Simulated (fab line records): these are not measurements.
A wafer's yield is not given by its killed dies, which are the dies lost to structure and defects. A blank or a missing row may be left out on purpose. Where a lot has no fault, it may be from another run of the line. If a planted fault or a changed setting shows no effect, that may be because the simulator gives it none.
fab line records ; flow n5_finfet
record lots=4; wafers=12; last_day=15
route steps=1938 shown GATE_CUT@490 MOL_CONTACT_COAG@517 PASSIVATION@1936
lots untouched by any fault: they come from a run of this same line in which no faults occurred
start_h: hours from the record's opening day to when the first of the lot's shown wafers began ; wait_h: hours elapsed since this lot's preceding step ; " identical to the entry in the row above ; L1.1+2: a single row standing in for several wafers ; - no value, or no start given ; * or withheld: withheld ; < > ~ a bound
route shown NAME@n: a module of which the file shows steps, and the number in the route of the first ; usual: average and standard deviation across the fault-free wafers ; same: alike in all rows ; chamber/n: place in a boat ; sites: each site's reading ; _std_site: the standard deviation of these ; _edge_site: inner sites' mean taken away from outer sites' mean ; radius_mm: how far each site lies from the wafer's centre ; mask NAME#n: copy n ; behind: the tool/chamber that last shaped the wafer ; hold: what put the lot on hold/how long, in hours/how the hold closed ; device: the n, p or np transistor that did not switch ; end of line: the same wafers' tests at the end of the route ; step lacking rows: just its recipe ; killed: count of dies lost to structure and defects at first sort (not the wafer's yield) ; map: a wafer's dies, marking killed ones x, the rest . and places with no die _
set.NAME: the setting that was run; set.NAME@STEP: the one run at that earlier step ; model.NAME: the simulator's own value behind a step, which no gauge read
a table for each step, a row for each wafer; lots at some steps of the route
services: when a tool's chamber went out of use (start_h, in hours from the record's first day, below 0 if earlier), for how many hours, and the reason
## steps
# step N5_GATE_CUT_DESCUM_18
# recipe chemistry=O2; time_s=7; source_power_w=50; bias_power_w=20; pressure_mtorr=20; rf_frequency_hz=2.712e+07; temp_c=40; resist=CAR-EUV; o2_flow_sccm=225
# step N5_GATE_CUT_ETCH_28
# recipe chemistry=N2/H2; target=underlayer; target_depth_a=130; mask_material=CAR-EUV; time_s=10.4; ion_energy_ev=200; pressure_mtorr=30; source_w=840; bias_w=150; n2_flow_sccm=200; h2_flow_sccm=200; ends=cleared
# step N5_GATE_CUT_ETCH_36
# recipe chemistry=CF4; target=SiARC; target_depth_a=130; mask_material=CAR-EUV; time_s=21.7; ion_energy_ev=80; pressure_mtorr=40; source_w=545; bias_w=36; Ar_flow_sccm=100; cf4_flow_sccm=100; ends=cleared
# step N5_GATE_CUT_ETCH_37
# recipe chemistry=N2/H2; target=SOC; target_depth_a=600; overetch_a=120; mask_material=SiARC; temp_c=40; time_s=90; ion_energy_ev=200; pressure_mtorr=30; source_w=840; bias_w=150; n2_flow_sccm=200; h2_flow_sccm=200
# step N5_GATE_CUT_STRIP_38
# recipe chemistry=N2/H2; temp_c=40; n2_flow_sccm=200; h2_flow_sccm=200; rf_frequency_hz=6e+07
# step N5_GATE_CUT_STRIP_39
# recipe chemistry=N2/H2; temp_c=40; n2_flow_sccm=200; h2_flow_sccm=200; rf_frequency_hz=6e+07
# step N5_GATE_CUT_HM_OPEN_40
# recipe chemistry=C4F6/O2; target=SiO2; mask_material=SiARC; target_depth_a=1390; time_s=85.1; ion_energy_ev=250; pressure_mtorr=30; source_w=345; bias_w=185; Ar_flow_sccm=300; C4F6_flow_sccm=10; O2_flow_sccm=10; ends=cleared
# step N5_GATE_CUT_STRIP_41
# recipe chemistry=CF4; resist=SiARC; power_w=300; bias_power_w=75; pressure_mtorr=50; cf4_flow_sccm=150; rf_frequency_hz=6e+07
# step N5_GATE_CUT_STRIP_42
# recipe chemistry=O2; power_w=400; temp_c=40; pressure_mtorr=30; rf_frequency_hz=6e+07; bias_power_w=0; overash_fraction=0.3; o2_flow_sccm=225
# step N5_GATE_CUT_ETCH_19
# recipe chemistry=CH3F/O2; target=SiNx; mask_material=SiO2; target_depth_a=537; time_s=76.7; pressure_mtorr=30; source_w=395; bias_w=73; Ar_flow_sccm=150; CH3F_flow_sccm=30; O2_flow_sccm=20; ion_energy_ev=120; ends=cleared
# usual drypump_motor_current_A=5.5/0.43; etch_rf_on_time_s=77.4/1.7; oes_product_au=0.67/0.053; rf_vpp_V=291/8.9; showerhead_plenum_p_Torr=2.01/0.068; throttle_valve_pct=16.27/0.14
lot.wafer;tool;chamber;start_h;wait_h;drypump_motor_current_A;etch_rf_on_time_s;oes_product_au;rf_hours_counter_h;rf_vpp_V;showerhead_plenum_p_Torr;throttle_valve_pct
L233.3;rie_diel-02;0;106.06;0.0;5.0;76.0;0.65;146;306;2.01;16.37
L233.4;rie_diel-02;1;106.06;0.0;6.0;76.3;0.69;122;282;1.94;16.09
L233.6;rie_diel-02;2;106.06;0.0;5.9;78.6;0.62;-;285;1.98;16.42
L234.1;rie_diel-06;2;107.60;0.0;5.4;73.5;0.73;65;290;2.11;16.15
L234.4;rie_diel-06;2;107.60;0.0;5.4;73.4;0.74;-;293;2.11;16.13
L234.6;rie_diel-06;3;107.60;0.0;5.9;76.6;0.69;-;282;1.86;16.02
L243.2;rie_diel-02;3;164.51;0.0;5.5;78.6;0.63;145;287;2.08;16.32
L243.3;rie_diel-02;1;164.51;0.0;6.0;76.3;0.67;141;282;1.93;16.12
L243.6;rie_diel-02;3;164.51;0.0;5.5;78.4;0.63;-;288;2.08;16.33
L244.2;rie_diel-02;0;170.35;0.0;5.0;77.4;0.63;167;305;2.01;16.40
L244.4;rie_diel-02;2;170.35;0.0;5.9;79.4;0.62;198;284;1.97;16.46
L244.5;rie_diel-02;1;170.35;0.0;6.0;76.1;0.66;-;282;1.93;16.14
# step N5_GATE_CUT_CUT_ETCH_53
# recipe chemistry=SF6/Cl2; target=W; mask_material=SiO2; target_depth_a=792; pressure_mtorr=8; icp_w=900; bias_w=80; SF6_flow_sccm=40; Cl2_flow_sccm=60; ends=cleared
# step N5_GATE_CUT_CUT_ETCH_54
# recipe chemistry=Cl2/BCl3; target=TiN; mask_material=SiO2; target_depth_a=967; pressure_mtorr=10; icp_w=1000; bias_w=126; Cl2_flow_sccm=53.25; bcl3_flow_sccm=21.75; Ar_flow_sccm=25; ends=cleared
# step N5_GATE_CUT_CUT_ETCH_55
# recipe chemistry=BCl3; target=HfO2; mask_material=SiO2; target_depth_a=32; ion_energy_ev=30; pressure_mtorr=5; icp_w=450; bias_w=18; bcl3_flow_sccm=80
# step N5_GATE_CUT_ETCH_47
# recipe chemistry=Cl2/BCl3; target=SiO2; target_depth_a=100; pressure_mtorr=10; icp_w=1000; bias_w=126; Cl2_flow_sccm=53.25; bcl3_flow_sccm=21.75; Ar_flow_sccm=25
# step N5_GATE_CUT_VAPOR_ETCH_48
# recipe chemistry=BCl3/Cl2; target=TiN; mode=isotropic
# step N5_GATE_CUT_VAPOR_ETCH_49
# recipe chemistry=BCl3/Cl2; target=TiAlC; mode=isotropic
# step N5_GATE_CUT_VAPOR_ETCH_51
# recipe chemistry=BCl3/Cl2; target=HfO2; mode=isotropic
# step N5_GATE_CUT_STRIP_21
# recipe chemistry=N2/H2; time_s=30; power_w=1000; temp_c=250; pressure_mtorr=withheld; n2_flow_sccm=1750; h2_flow_sccm=3250
# step N5_GATE_CUT_STRIP_29
# recipe chemistry=post_etch_residue_remover; time_s=60; temp_c=25; remover_ph=withheld; remover_water_wt_pct=withheld; remover_fluoride_wt_pct=withheld
# step N5_GATE_CUT_SRD_52
# recipe dry=ipa_marangoni; time_s=30; temp_c=23; rinse_liquid=diw
# step N5_GATE_CUT_ALD_22
# recipe material=SiNx; target_thk_a=160; temp_c=400; ald_precursor_family=SiH2I2; ald_co_reactant=N2/H2-plasma; pulse_time_s=1; ald_cycles=320; purge_time_s=2; co_reactant_purge_time_s=2; pressure_torr=2
# step N5_GATE_CUT_CMP_23
# recipe stop_on=SiO2; t_overpolish_s=23.4; post_cmp_clean=alkaline_brush; down_force_psi=2.5; platen_rpm=51.8; pad_velocity_m_s=1.0307; target_thk_nm=16
# step N5_GATE_CUT_CMP_43
# recipe material=SiO2; post_cmp_clean=rinse_only
# step N5_GATE_CUT_CMP_61
# recipe stop_on=SiNx; t_overpolish_s=3; post_cmp_clean=alkaline_brush; down_force_psi=4; platen_rpm=27.09; pad_velocity_m_s=0.539
# step N5_MOL_CONTACT_COAG_COAT_103
# recipe resist=SOC; temp_c=250; time_s=60; spin_rpm=1500; resist_thk_nm=80
# step N5_MOL_CONTACT_COAG_COAT_104
# recipe resist=SiARC; temp_c=220; time_s=60; spin_rpm=1500; resist_thk_nm=12
# step N5_MOL_CONTACT_COAG_COAT_58
# recipe resist=underlayer; temp_c=205; time_s=60; spin_rpm=1500; resist_thk_nm=10
# step N5_MOL_CONTACT_COAG_COAT_02
# recipe resist=CAR-EUV; spin_rpm=1500; resist_thk_nm=30
# step N5_MOL_CONTACT_COAG_EBR_04
# recipe solvent=PGMEA; ebr_width_mm=1.5
# step N5_MOL_CONTACT_COAG_SOFTBAKE_03
# recipe temp_c=110; time_s=60; resist=CAR-EUV
# step N5_MOL_CONTACT_COAG_EXPOSE_05
# recipe mask_id=CA; na=0.33; source_shape=annular; sigma_inner=0.4; sigma_outer=0.8; polarization=unpolarized; defocus_nm=0; dose_mj=38.25
# step N5_MOL_CONTACT_COAG_PEB_06
# recipe peb_temp_c=100; peb_time_s=60; resist=CAR-EUV
# step N5_MOL_CONTACT_COAG_DEVELOP_07
# recipe develop_time_s=30; developer=TMAH; resist=CAR-EUV; rinse_liquid=surfactant_rinse; dry=air_spin; dev_temp_c=23
# step N5_PASSIVATION_PROBE_49
# usual defect_limited_yield=91.4/1.6; killed_at_M0_to_M3=31/11; killed_at_M4_up=14/5.7; killed_at_contacts=12/6; killed_at_front_end=41/13; killed_at_other=3.3/2.8; killed_dies=101/19; killed_open=67/14; killed_short=33/8.2; sort_bin_5_function=5.0/1.1; sort_bin_6_memory=3.3/0.74; sort_bin_8_speed=0.0/0.36; sort_n_pass=1078/20; sort_yield_pct=91.3/1.7
# same gross_dies=1180; killed_at_back_side=0; sort_bin_4_leakage[%]=0
lot.wafer;tool;chamber;start_h;wait_h;defect_limited_yield[%];killed_at_M0_to_M3;killed_at_M4_up;killed_at_contacts;killed_at_front_end;killed_at_other;killed_dies;killed_open;killed_short;sort_bin_5_function[%];sort_bin_6_memory[%];sort_bin_8_speed[%];sort_n_pass;sort_yield_pct[%]
L233.3;prober-02;-;285.09;0.1;91.4;32;15;6;48;1;102;57;44;5.2;3.3;0;1078;91.4
L233.4;prober-02;-;285.14;0.2;94.3;23;10;8;24;2;67;48;18;4.0;1.6;0;1113;94.3
L233.6;prober-02;-;285.24;0.3;91.8;36;22;10;25;4;97;56;36;4.2;3.5;0;1083;91.8
L243.2;prober-01;-;354.82;0.1;78.4;31;20;13;187;4;255;84;21;13.4;4.2;0;925;78.4
L243.3;prober-01;-;354.87;0.1;82.5;19;20;9;151;8;207;54;29;10.7;3.6;0;973;82.5
L243.6;prober-01;-;355.02;0.3;80.7;36;14;11;164;3;228;53;30;10.8;4.2;0;952;80.7
L244.2;prober-02;-;360.31;0.1;78.9;34;4;15;189;7;249;62;33;13.7;3.8;0;931;78.9
L244.4;prober-02;-;360.41;0.2;78.8;22;25;10;185;8;250;62;34;12.7;4.7;0;930;78.8
L244.5;prober-02;-;360.46;0.2;82.4;32;17;12;143;4;208;57;30;10.6;3.7;0;972;82.4
# killed by level:class
L233.3 BEOL_M0_SAQP:geometric_particle:short=9 FIN_SAQP:geometric_particle:short=8 GATE_CUT:geometric_particle:open=8 BEOL_M0_SAQP:geometric_particle:open=7 BEOL_M2:geometric_particle:open=7 FIN_SAQP:geometric_particle:open=6 BEOL_M4:geometric_particle:open=6 BEOL_M4:geometric_particle:short=5
L233.4 BEOL_M2:geometric_particle:open=8 MOL_CONTACT_COAG:geometric_particle:open=7 BEOL_M4:geometric_particle:open=6 STARTING-WAFER:geometric_particle:open=6 BEOL_M0_SAQP:geometric_particle:open=5 BEOL_M0_SAQP:geometric_particle:short=5 FIN_SAQP:geometric_particle:open=3 GATE_CUT:geometric_particle:short=3
L233.6 BEOL_M4:geometric_particle:open=13 BEOL_M0_SAQP:geometric_particle:short=11 BEOL_M3:geometric_particle:open=8 MOL_CONTACT_COAG:geometric_particle:open=7 BEOL_M0_SAQP:geometric_particle:open=7 BEOL_M2:geometric_particle:open=5 BEOL_M4:geometric_particle:short=5 FIN_SAQP:geometric_particle:open=3
L243.2 GATE_CUT:unspecified=149 STI_FIN_REVEAL:geometric_particle:open=24 MOL_CONTACT_COAG:geometric_particle:open=10 BEOL_M4:geometric_particle:open=10 BEOL_M3:geometric_particle:open=9 BEOL_M0_SAQP:geometric_particle:open=6 BEOL_M1:geometric_particle:open=6 DUMMY_GATE:geometric_particle:open=4
L243.3 GATE_CUT:unspecified=122 BEOL_M4:geometric_particle:open=12 FIN_SAQP:geometric_particle:short=7 MOL_CONTACT_COAG:geometric_particle:open=7 STI_FIN_REVEAL:geometric_particle:open=6 BEOL_M3:geometric_particle:open=6 FIN_SAQP:geometric_particle:open=4 BEOL_M1:geometric_particle:open=4
L243.6 GATE_CUT:unspecified=144 BEOL_M0_SAQP:geometric_particle:short=8 BEOL_M1:geometric_particle:open=8 MOL_CONTACT_COAG:geometric_particle:open=7 BEOL_M2:geometric_particle:open=6 BEOL_M4:geometric_particle:open=6 STI_FIN_REVEAL:geometric_particle:open=5 FIN_SAQP:geometric_particle:open=4
L244.2 GATE_CUT:unspecified=154 MOL_CONTACT_COAG:geometric_particle:open=13 FIN_SAQP:geometric_particle:short=10 BEOL_M0_SAQP:geometric_particle:short=8 STI_FIN_REVEAL:geometric_particle:open=7 BEOL_M3:geometric_particle:open=6 BEOL_M0_SAQP:geometric_particle:open=5 BEOL_M0:geometric_particle:open=5
L244.4 GATE_CUT:unspecified=152 MOL_CONTACT_COAG:geometric_particle:open=9 BEOL_M4:geometric_particle:open=9 BEOL_M0_SAQP:geometric_particle:short=7 FIN_SAQP:geometric_particle:open=5 SPACER0:geometric_particle:open=5 BEOL_M4:geometric_particle:short=5 BEOL_M2:geometric_particle:open=4
L244.5 GATE_CUT:unspecified=119 BEOL_M0_SAQP:geometric_particle:short=9 MOL_CONTACT_COAG:geometric_particle:open=8 BEOL_M0_SAQP:geometric_particle:open=6 BEOL_M1:geometric_particle:open=5 BEOL_M4:geometric_particle:open=5 FIN_SAQP:geometric_particle:open=4 BEOL_M3:geometric_particle:open=4
# map L243.2 (x killed, . not)
_________________....x.....x.________________
______________..x..............._____________
___________..............x.........__________
__________........x...........xx.x.._________
________........x.......x.x........x.._______
_______..x............x.xxxx....x......______
______.........x....xxx.xxxxx........x.._____
_____.........x..x.xxxxxxxxxxx...x.......____
____......x...x...xxxxxxxxxxxxx...x.....x.___
___.x..x.........xxxxxxxxxxxxxx....x.x.....__
___......x......xxxxxxxxxxxxxxxx...........__
__..............xxxxxxxxxxxxxxx.x.x........._
__....x..........xxxxxxxxxxxxxx.x..........._
_x.............x..xxxxxxxxxxxxx..............
_xx..x....x.x....x.xxxxxxxxxxx...............
_....xx...........xxxxxxxxxxx.............x..
_................xx.xxxx.xxxx...xx.......x...
_xx................xx..xxxxx....x............
_...x..x...............x.....x...............
_............x....x...x............x..x..x..x
_............................x.......x.....x.
__........xx...............x....x.........x._
__..........x.............x........x......x._
___.........x..........xx....x.x...x.......__
___.............x........x.x.......xx......__
____...x.................x...............x___
_____.......x......x......x............x.____
______........x........................._____
_______.....x.......x......x...........______
________.......x..........x.....x....._______
__________..x...............x..x...._________
___________.........xx.............__________
______________...x.....x........_____________
_________________x.x.x.......________________
# map L244.4 (x killed, . not)
_________________.....x.x....________________
______________.....x............_____________
___________..x...x.....x.........x.__________
__________.x................x......._________
________........x................x.x.._______
_______.......x.x....................x.______
______x...x....x........x.........x.x..._____
_____.................xx.x....x.........x____
____....x....xx...x.....xx.x...x.xx..x..x.___
___.......x.....x...x.......xxxxxxxx.xxx...__
___.x.......................xxxxxxxxxx.xx.x__
__........x........x........xxxxxxxxxxxx...._
__........x................xxxxxxxxxxxxxxxx._
_.....x....................xxxxxxxxxxxx..x...
_.........................xxxxxxxxxxxxxxxx...
_................x....x....xxxxxxxxxxxxxxx...
_.......x..x..x............xxxxxxxxxxxxxx.x..
_...........x............x.x.xxxxxxxxxxxxx...
_..........xx..x.....x......x.xxxxxxxxxx....x
_........x............x.....xxxxxxxxx..x..x..
_........................x.x..x.x.x....x..xx.
__.......x.....................x..xx..x..x.._
__.....x....x.............x.......x........x_
___................x.....x.....x.......xx..__
___.................x......................__
____..x.x............x.................x..___
_____.....................x...x..........____
______..................x..............._____
_______....x.......................x...______
________x..........................x.._______
__________....x..x.x.............x.._________
___________.........x.....x........__________
______________...x.............._____________
_________________............________________
## services
tool;chamber;start_h;hours;kind
rie_diel-06;0;110.30;-;clean
rie_diel-06;0;110.30;-;consumable_replace:focus_ring
rie_diel-06;0;110.30;20.4;scheduled_down
rie_diel-06;0;110.30;20.4;vent_cycle
rie_diel-02;3;135.96;8.7;repair
## key
first_sign step=N5_PASSIVATION_PROBE_49; reading=killed_at_front_end; direction=up; sigmas=9.9; usual=41; struck=170
effect step=N5_PASSIVATION_PROBE_49; reading=defect_limited_yield; direction=down; sigmas=6.9; usual=91.4; struck=80.3
more_kills_born_at N5_GATE_CUT_ETCH_19@rie_diel-02=840
met_at N5_GATE_CUT_ETCH_19
struck_wafers L243.2,L243.3,L243.6,L244.2,L244.4,L244.5
onset_between 106.06 164.51
also_fits time
fault kind=chamber_particle_source; tool=rie_diel-02; chamber=-; onset_h=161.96; steps=N5_GATE_CUT_ETCH_19; rate_per_visit_cm2=1.8861; end_h=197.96
